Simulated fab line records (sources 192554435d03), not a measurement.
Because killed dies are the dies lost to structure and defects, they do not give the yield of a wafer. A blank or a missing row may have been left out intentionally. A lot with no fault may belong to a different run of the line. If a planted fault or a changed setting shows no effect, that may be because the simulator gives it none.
A lot that was struck, set against a sound lot	flow n5-finfet	37 out of 1938 route steps
Sound: wafers L617.1, L617.4, L617.6. Struck: wafers L607.2, L607.4, L607.5. The cause is named last.
For every step that has rows: the tool of each side, followed by ch and its chambers, followed by its first start. Under that, the readings that differ: sound wafers	struck wafers	difference of the means	sigmas: that difference in standard deviations of wafers without a fault.
alike: readings whose means differ by less than 2 such deviations, and words and numbers that are the same on both sides. not compared: withheld readings, readings that some wafer has no value for, bounds like >300 that may hide the same value, and numbers for which the record gives no deviation and whose values overlap.
A row with sigmas, a row that says differs or no value, or rows on one side alone: a step with any of these is where the two part. Numbers that don't overlap but have no deviation are shown without sigmas and don't part them. Lack of a reading on every wafer of one side parts them only where that side has two or more wafers.

first, 9 steps without rows for these wafers: N5_WELL_APT_COAT_19 (resist thk 950 nm); N5_WELL_APT_EBR_21; N5_WELL_APT_SOFTBAKE_20 (time 60 s); N5_WELL_APT_EXPOSE_22 (exposes mask PWELL, defocus 0 nm, target cd 200 nm); N5_WELL_APT_PEB_23 (peb time 90 s); N5_WELL_APT_DEVELOP_24 (develop time 45 s); N5_WELL_APT_HARDBAKE_29 (time 120 s); N5_WELL_APT_DESCUM_30 (chemistry O2, time 7.9 s); N5_WELL_APT_IMPLANT_31.
N5_WELL_APT_IMPLANT_32:
  sound on implanter-01 ch 0, day 4 21:11; struck on implanter-02 ch 0, day 2 09:22
reading	sound	struck	difference	sigmas
dose-ions-cm2	1.9987e+13 1.9975e+13 1.9977e+13	1.4982e+13 1.5002e+13 1.5006e+13	-4.9830e+12	-99 or more
faraday-current-uA	256 249 253	190 184 192	-64	-12
then, 25 steps without rows for these wafers: N5_WELL_APT_STRIP_33 (strips in SPM, time 900 s); N5_WELL_APT_RTA_34 (time 10 s); N5_WELL_APT_OXIDE_STRIP_42 (strips SiO2 in dHF, time 45 s, target depth 12 nm); N5_WELL_APT_PRECLEAN_36 (cleans in O3/DIW, time 45 s); N5_WELL_APT_PRECLEAN_39 (cleans in dHF, time 60 s); N5_WELL_APT_SRD_37 (time 30 s); N5_WELL_APT_EPI_41 (deposits Si from SiH4/H2, target thk 50 nm, time 297.7 s); N5_PMOS_HMC_CHANNEL_EPI_HM_DEP_34 (deposits SiO2 from TEOS/O2, target thk 36 nm, time 6.9 s); N5_PMOS_HMC_CHANNEL_EPI_COAT_31 (time 60 s, resist thk 66 nm); N5_PMOS_HMC_CHANNEL_EPI_COAT_03 (resist thk 205 nm); N5_PMOS_HMC_CHANNEL_EPI_EBR_05; N5_PMOS_HMC_CHANNEL_EPI_SOFTBAKE_04 (time 60 s); N5_PMOS_HMC_CHANNEL_EPI_EXPOSE_06 (exposes mask PMOS HMC BLK, target cd 240 nm); N5_PMOS_HMC_CHANNEL_EPI_PEB_07 (peb time 60 s); N5_PMOS_HMC_CHANNEL_EPI_DEVELOP_08 (develop time 30 s); N5_PMOS_HMC_CHANNEL_EPI_DESCUM_14 (chemistry O2, time 7.9 s); N5_PMOS_HMC_CHANNEL_EPI_ETCH_32 (etches BARC in N2/H2, stops on SiO2, target depth 85.8 nm, time 50.3 s); N5_PMOS_HMC_CHANNEL_EPI_HM_OPEN_15 (chemistry CHF3/O2, target SiO2, target depth 40.6 nm, time 20.3 s); N5_PMOS_HMC_CHANNEL_EPI_STRIP_33 (strips in N2/H2); N5_PMOS_HMC_CHANNEL_EPI_STRIP_17 (strips in SPM, time 750 s); N5_PMOS_HMC_CHANNEL_EPI_ETCH_38 (etches SiO2 in CF4, target depth 1.5 nm); N5_PMOS_HMC_CHANNEL_EPI_FIN_RECESS_16 (chemistry HBr/Cl2, target Si, target depth 54 nm, time 18 s); N5_PMOS_HMC_CHANNEL_EPI_PRECLEAN_36 (cleans in O3/DIW, time 45 s); N5_PMOS_HMC_CHANNEL_EPI_PRECLEAN_18 (cleans in DHF, time 30 s); N5_PMOS_HMC_CHANNEL_EPI_SRD_19 (time 30 s).
-- record jumps: 7 days separate the struck wafers' starts on either side; left off in module PMOS_HMC_CHANNEL_EPI, taken up again in module BEOL_M4, whose first shown step is the route's number 1111 --
N5_BEOL_M4_RC_MEAS_101:
  sound on prober-02 ch 0, day 11 15:49; struck on prober-01 ch 0, day 9 03:20
reading	sound	struck	difference	sigmas
CJ_N	4.32 4.25 4.40	3.69 3.83 3.78	-0.56	-7
  alike: DIBL_N, DIBL_P, IOFF_N, IOFF_P, ION_N, ION_P, SS_N, SS_P, VT_N, VT_P
N5_PASSIVATION_PROBE_49:
  the record holds rows for the sound wafers here (prober-01, day 16 03:51) but none for the struck ones

== WHERE THEY PART ==
At N5_WELL_APT_IMPLANT_32 first; at N5_PASSIVATION_PROBE_49 last (within this record only).

WHY: what the simulator had put in
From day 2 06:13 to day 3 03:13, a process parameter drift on implanter-02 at N5_WELL_APT_IMPLANT_32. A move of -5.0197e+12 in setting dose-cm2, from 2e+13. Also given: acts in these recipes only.
